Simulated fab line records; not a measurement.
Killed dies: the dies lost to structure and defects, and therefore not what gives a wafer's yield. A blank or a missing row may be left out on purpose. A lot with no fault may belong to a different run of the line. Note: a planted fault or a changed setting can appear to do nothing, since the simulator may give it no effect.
Matching of chambers :: flow n5Finfet :: 3 sister chambers for N5_BEOL_M5_CURE_79 on uvCure-01
The step cures SiCOH lowk, time 240 s. 6 wafers are shown with their chamber, then 9 later ones without.

## EACH WAFER AND ITS CHAMBER
wafer: L076.4
chamber: 2
wafer_temp_C_max: 387.6
lampPowerPct (%): 52.31

wafer: L076.5
chamber: 2
wafer_temp_C_max: 387.2
lampPowerPct (%): 52.29

wafer: L082.4
chamber: 1
wafer_temp_C_max: 387.3
lampPowerPct (%): 52.28

wafer: L082.6
chamber: 1
wafer_temp_C_max: 386.7
lampPowerPct (%): 52.32

wafer: L084.3
chamber: 0
wafer_temp_C_max: 386.8
lampPowerPct (%): 52.23

wafer: L084.4
chamber: 0
wafer_temp_C_max: 386.6
lampPowerPct (%): 52.40

## WAFERS MISSING THEIR CHAMBER
wafer: L089.1
wafer_temp_C_max: 386.7
lampPowerPct (%): 52.34

wafer: L089.5
wafer_temp_C_max: 387.4
lampPowerPct (%): 52.23

wafer: L089.6
wafer_temp_C_max: 387.9
lampPowerPct (%): 52.25

wafer: L090.3
wafer_temp_C_max: 387.0
lampPowerPct (%): 52.29

wafer: L090.4
wafer_temp_C_max: 387.1
lampPowerPct (%): 52.37

wafer: L090.6
wafer_temp_C_max: 387.3
lampPowerPct (%): 52.30

wafer: L096.1
wafer_temp_C_max: 387.2
lampPowerPct (%): 52.35

wafer: L096.4
wafer_temp_C_max: 386.7
lampPowerPct (%): 52.32

wafer: L096.5
wafer_temp_C_max: 387.0
lampPowerPct (%): 52.29

## THE CHAMBER EACH PASSED THROUGH
wafer: L089.1
from the rows above: can't be placed: 0 or 1
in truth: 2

wafer: L089.5
from the rows above: can't be placed: 2 or 1 or 0
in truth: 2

wafer: L089.6
from the rows above: can't be placed: 2 or 1
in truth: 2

wafer: L090.3
from the rows above: can't be placed: 1 or 0 or 2
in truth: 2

wafer: L090.4
from the rows above: can't be placed: 1 or 2 or 0
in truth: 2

wafer: L090.6
from the rows above: can't be placed: 2 or 1 or 0
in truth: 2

wafer: L096.1
from the rows above: can't be placed: 1 or 2 or 0
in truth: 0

wafer: L096.4
from the rows above: can't be placed: 0 or 1
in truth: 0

wafer: L096.5
from the rows above: can't be placed: 1 or 0 or 2
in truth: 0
Correctly placed: 0 of 9. From these rows, 9 cannot be placed; in 8 the true chamber is one of the candidates. Placed wrongly: 0.
How it was worked out, from the rows above alone: a wafer's distance from a chamber is the root of the sum, over the readings, of the square of ((its reading less the chamber's mean) divided by the reading's scatter). If the next closest chamber is less than 2 further off than the closest, the wafer can't be placed; otherwise it belongs to the closest. A chamber's mean is the mean of its shown wafers. The scatter: the root of (the sum of the squares of (reading less its chamber's mean) over the shown wafers, divided by (wafers less chambers)).
